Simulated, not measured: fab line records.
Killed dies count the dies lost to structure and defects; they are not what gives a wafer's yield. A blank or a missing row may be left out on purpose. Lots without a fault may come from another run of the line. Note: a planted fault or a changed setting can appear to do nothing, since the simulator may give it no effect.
Problem report, 8D (eight disciplines) form, completed by code :: flow n5Finfet :: the parts of the form that need people (team, actions taken, sign-off) are left out

1. THE PROBLEM
HMC_CMP_THK at N5_PMOS_HMC_CHANNEL_EPI_THK_MEAS_22 reads a mean of 40.9 nm on 4 wafers of 2 lots; wafers without a fault read 54.1 nm with a standard deviation of 0.97. Relative to the usual mean, that is a shift of -14 standard deviations.
The first sign was on wafer L906.2 at day 6 08:19, on filmMetro-01. The record holds 27 wafers of 9 lots with a number at this step. By rule, "out" or "out of limits" means more than 4 standard deviations away from the usual mean. Any other wafer with a number is counted as sound.

2. WHAT IT IS; WHAT IT IS NOT
question: which readings at this step
is: HMC_CMP_THK
is not: -

question: which lots
is: L906, L908
is not: L888, L890, L894, L896, L899, L910, L911

question: which wafers of those lots
is: L906.2, L906.5, L908.5, L908.6
is not: L906.4, L908.3

question: read on which gauges
is: filmMetro-01, filmMetro-02
is not: -

question: when
is: from day 6 08:19
is not: up to then (16 sound wafers); but 7 sound wafers of L908, L910, L911 came after

3. THE SUSPECTS, EACH WITH WHAT RULES IT OUT
Counting: if a tool at a process step up to the reading ran every lot that is out, it stays a suspect. Sound lots after the first of them don't rule it out here, since some wafers of a struck lot are sound.
- the gauge at N5_PMOS_HMC_CHANNEL_EPI_THK_MEAS_22 has been ruled out. The wafers that are out were read on 2 gauges (filmMetro-01, filmMetro-02).
- rieSi-04 at N5_PMOS_HMC_CHANNEL_EPI_ETCH_38 (etches SiO2 in CF4, target depth 1.5 nm): kept. Ran every lot that is out, first one L906 (day 6 06:29); last sound lot up to then L899 (day 4 12:45).
- rieSi-04 at N5_PMOS_HMC_CHANNEL_EPI_FIN_RECESS_16 (chemistry HBr/Cl2, target Si, target depth 54 nm, time 18 s): kept. Ran every lot that is out, first one L906 (day 6 06:30); last sound lot up to then L899 (day 4 12:46).
Remaining after the count are rieSi-04 at N5_PMOS_HMC_CHANNEL_EPI_ETCH_38 and rieSi-04 at N5_PMOS_HMC_CHANNEL_EPI_FIN_RECESS_16.

4. THE CAUSE (what the simulator had put in)
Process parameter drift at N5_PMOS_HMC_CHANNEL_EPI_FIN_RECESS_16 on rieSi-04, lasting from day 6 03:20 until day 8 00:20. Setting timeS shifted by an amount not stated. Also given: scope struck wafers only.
Counting leaves 2 suspects; this tool is one of them.

5. THE EFFECT CHAIN, in route order
Each row: a reading whose mean over the struck wafers that have a number lies more than 3 standard deviations from the usual. Only readings for which the record gives a usual standard deviation are gone through. hours: the time from each lot's start at the first step in this table that gives one to its start at this step, as a median over the lots. sigmas: the change in usual standard deviations.
hours: 0
step: N5_PMOS_HMC_CHANNEL_EPI_THK_MEAS_22
reading: HMC_CMP_THK
usual: 54.1 nm
on struck wafers: 40.9
change: -13.2
sigmas: -14

hours: 149
step: N5_BEOL_M4_RC_MEAS_101
reading: CJ_P
usual: 5.74
on struck wafers: 6.48
change: +0.74
sigmas: +3.2

hours: 149
step: N5_BEOL_M4_RC_MEAS_101
reading: ION_P
usual: 467 uA/um
on struck wafers: 418
change: -50
sigmas: -5.8

hours: 254
step: N5_PASSIVATION_PROBE_49
reading: sort_bin_8_speed
usual: 0.00 %
on struck wafers: 84.52
change: +84.52
sigmas: +99 or more

hours: 254
step: N5_PASSIVATION_PROBE_49
reading: sortNPass
usual: 1073
on struck wafers: 81
change: -992
sigmas: -58

hours: 254
step: N5_PASSIVATION_PROBE_49
reading: sortYieldPct
usual: 90.9 %
on struck wafers: 6.9
change: -84.0
sigmas: -60
Process steps it contains:
- N5_PASSIVATION_PROBE_49
Readings that are blank on the struck wafers while sound wafers have them: rfFwdPowerW at N5_PMOS_HMC_CHANNEL_EPI_FIN_RECESS_16.

6. WHAT WOULD HAVE CAUGHT IT SOONER
5 hours passed between the start of the fault at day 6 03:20 and the first reading out of limits at a measuring or inspecting step in this record, taken at day 6 08:19.
L908, from the lots that are out (2), started N5_PMOS_HMC_CHANNEL_EPI_FIN_RECESS_16 on rieSi-04 later than day 6 08:19. A hold on the tool at that time would have spared it.
